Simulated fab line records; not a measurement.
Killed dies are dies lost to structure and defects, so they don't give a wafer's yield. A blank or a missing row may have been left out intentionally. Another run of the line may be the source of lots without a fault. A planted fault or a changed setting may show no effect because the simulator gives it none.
Comparing a struck lot with a sound one | flow n5 finfet | 37 steps out of a route of 1938
Sound: the wafers L490.4, L490.5, L490.6. Wafers struck: L483.2, L483.3, L483.5. The cause is given at the end.
For every step that has rows: the tool of each side, followed by ch and its chambers, followed by its first start. Under that, the readings that differ: sound wafers | struck wafers | difference of the means | sigmas: that difference in standard deviations of wafers without a fault.
alike: a reading whose means differ by less than 2 such deviations, as well as words and numbers matching on both sides. not compared: withheld readings; readings where some wafer has no value; bounds like >300 that might hide an equal value; numbers whose values overlap and for which the record gives no deviation.
The two part at a step that has a row with sigmas, a row that says differs or no value, or rows on one side only. Numbers that have no deviation but don't overlap get no sigmas and don't part them. A reading missing from all wafers of one side parts the sides only when that side holds two or more wafers.

first, 9 steps without rows for these wafers: N5_WELL_APT_HMDS_18 (time 60 s); N5_WELL_APT_COAT_19 (resist thk 950 nm); N5_WELL_APT_EBR_21; N5_WELL_APT_SOFTBAKE_20 (time 60 s); N5_WELL_APT_EXPOSE_22 (exposes mask PWELL, defocus 0 nm, target cd 200 nm); N5_WELL_APT_PEB_23 (peb time 90 s); N5_WELL_APT_DEVELOP_24 (develop time 45 s); N5_WELL_APT_HARDBAKE_29 (time 120 s); N5_WELL_APT_DESCUM_30 (chemistry O2, time 7.9 s).
N5_WELL_APT_IMPLANT_31:
  sound on implanter-02 ch 0, day 6 03:20; struck on implanter-02, day 4 09:47
  no value came back on the struck wafers for beam energy keV, beam on s (s); on the sound wafers beam energy keV reads 59.992 59.979 60.017
then, 25 steps without rows for these wafers: N5_WELL_APT_IMPLANT_32; N5_WELL_APT_STRIP_33 (strips in SPM, time 900 s); N5_WELL_APT_RTA_34 (time 10 s); N5_WELL_APT_OXIDE_STRIP_42 (strips SiO2 in dHF, time 45 s, target depth 12 nm); N5_WELL_APT_PRECLEAN_36 (cleans in O3/DIW, time 45 s); N5_WELL_APT_PRECLEAN_39 (cleans in dHF, time 60 s); N5_WELL_APT_SRD_37 (time 30 s); N5_WELL_APT_EPI_41 (deposits Si from SiH4/H2, target thk 50 nm, time 297.7 s); N5_PMOS_HMC_CHANNEL_EPI_HM_DEP_34 (deposits SiO2 from TEOS/O2, target thk 36 nm, time 6.9 s); N5_PMOS_HMC_CHANNEL_EPI_COAT_31 (time 60 s, resist thk 66 nm); N5_PMOS_HMC_CHANNEL_EPI_COAT_03 (resist thk 205 nm); N5_PMOS_HMC_CHANNEL_EPI_EBR_05; N5_PMOS_HMC_CHANNEL_EPI_SOFTBAKE_04 (time 60 s); N5_PMOS_HMC_CHANNEL_EPI_EXPOSE_06 (exposes mask PMOS HMC BLK, target cd 240 nm); N5_PMOS_HMC_CHANNEL_EPI_PEB_07 (peb time 60 s); N5_PMOS_HMC_CHANNEL_EPI_DEVELOP_08 (develop time 30 s); N5_PMOS_HMC_CHANNEL_EPI_DESCUM_14 (chemistry O2, time 7.9 s); N5_PMOS_HMC_CHANNEL_EPI_ETCH_32 (etches BARC in N2/H2, stops on SiO2, target depth 85.8 nm, time 50.3 s); N5_PMOS_HMC_CHANNEL_EPI_HM_OPEN_15 (chemistry CHF3/O2, target SiO2, target depth 40.6 nm, time 20.3 s); N5_PMOS_HMC_CHANNEL_EPI_STRIP_33 (strips in N2/H2); N5_PMOS_HMC_CHANNEL_EPI_STRIP_17 (strips in SPM, time 750 s); N5_PMOS_HMC_CHANNEL_EPI_ETCH_38 (etches SiO2 in CF4, target depth 1.5 nm); N5_PMOS_HMC_CHANNEL_EPI_FIN_RECESS_16 (chemistry HBr/Cl2, target Si, target depth 54 nm, time 18 s); N5_PMOS_HMC_CHANNEL_EPI_PRECLEAN_36 (cleans in O3/DIW, time 45 s); N5_PMOS_HMC_CHANNEL_EPI_PRECLEAN_18 (cleans in DHF, time 30 s).
-- the record jumps here: 7 days lie between the struck wafers' starts before and after (it left off in module PMOS_HMC_CHANNEL_EPI and takes up again in module BEOL_M4, whose first step shown is number 1111 of the route) --
N5_BEOL_M4_RC_MEAS_101:
  sound on prober-01 ch 0, day 12 19:05; struck on prober-01 ch 0, day 11 17:55
  reading           | sound          | struck            | difference | sigmas
  RS_PWELL (ohm/sq) | 3013 2995 2978 | 22578 22353 22618 | +19521     | +99 or more
  alike: DIBL_N, DIBL_P, IOFF_N, IOFF_P, ION_N, ION_P, SS_N, SS_P, VT_N, VT_P
N5_PASSIVATION_PROBE_49:
  the record has rows for the sound wafers here (prober-02, day 18 06:49) and none for the struck ones

== WHERE THEY PART ==
At N5_WELL_APT_IMPLANT_31 first; at N5_PASSIVATION_PROBE_49 last (within this record only).

WHY: what had been put in by the simulator
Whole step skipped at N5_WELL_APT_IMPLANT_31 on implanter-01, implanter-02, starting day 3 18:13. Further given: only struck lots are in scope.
